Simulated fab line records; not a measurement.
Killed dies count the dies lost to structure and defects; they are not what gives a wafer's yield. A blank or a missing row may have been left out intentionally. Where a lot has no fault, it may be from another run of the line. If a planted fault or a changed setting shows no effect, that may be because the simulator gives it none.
Matching of chambers | flow nand-harc | NHARC_P_CONTACT_CMP_01 on cmp-04: 4 sister chambers
The step polishes SiO2, target thk 200 nm. 8 wafers are shown with their chamber, then 7 later ones without.

== WAFERS PAIRED WITH THEIR CHAMBERS ==
wafer  | chamber | motor-current-A (A) | edge-zone-pressure-frac
L431.6 | 2       | 10.8                | 0.997
L432.1 | 0       | 10.6                | 0.999
L432.4 | 1       | 11.7                | 0.998
L433.2 | 0       | 11.0                | 1.000
L433.4 | 3       | 12.2                | 1.003
L433.6 | 2       | 11.0                | 1.006
L443.2 | 1       | 11.7                | 1.003
L443.5 | 3       | 12.3                | 1.010

== WAFERS WHOSE CHAMBER IS MISSING ==
wafer  | motor-current-A (A) | edge-zone-pressure-frac
L443.6 | 11.6                | 0.994
L446.2 | 11.1                | 1.001
L446.3 | 12.2                | 0.998
L446.5 | 10.5                | 1.000
L451.2 | 12.0                | 1.002
L451.5 | 11.8                | 0.992
L451.6 | 11.9                | 1.007

== WHICH CHAMBER EACH WENT THROUGH ==
wafer  | from the rows above     | in truth
L443.6 | 1                       | 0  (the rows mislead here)
L446.2 | can't be placed: 2 or 0 | 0
L446.3 | can't be placed: 3 or 1 | 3
L446.5 | can't be placed: 0 or 2 | 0
L451.2 | can't be placed: 3 or 1 | 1
L451.5 | 1                       | 1
L451.6 | can't be placed: 1 or 3 | 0
Correct placement for 1 of the 7. Unplaceable from these rows: 5, with the true chamber sitting among the candidates in 4. Number placed wrongly: 1.
How it was worked out, from the rows above alone: a wafer's distance from a chamber is the root of the sum, over the readings, of the square of ((its reading less the chamber's mean) divided by the reading's scatter). The wafer belongs to the nearest chamber; if the next one is less than 2 further off, it can't be placed. For every chamber, the mean is computed from those of its wafers that are shown. How the scatter is found: for the shown wafers, subtract from each reading the mean of its chamber, square and add these, divide the total by (wafers less chambers), then take the root.
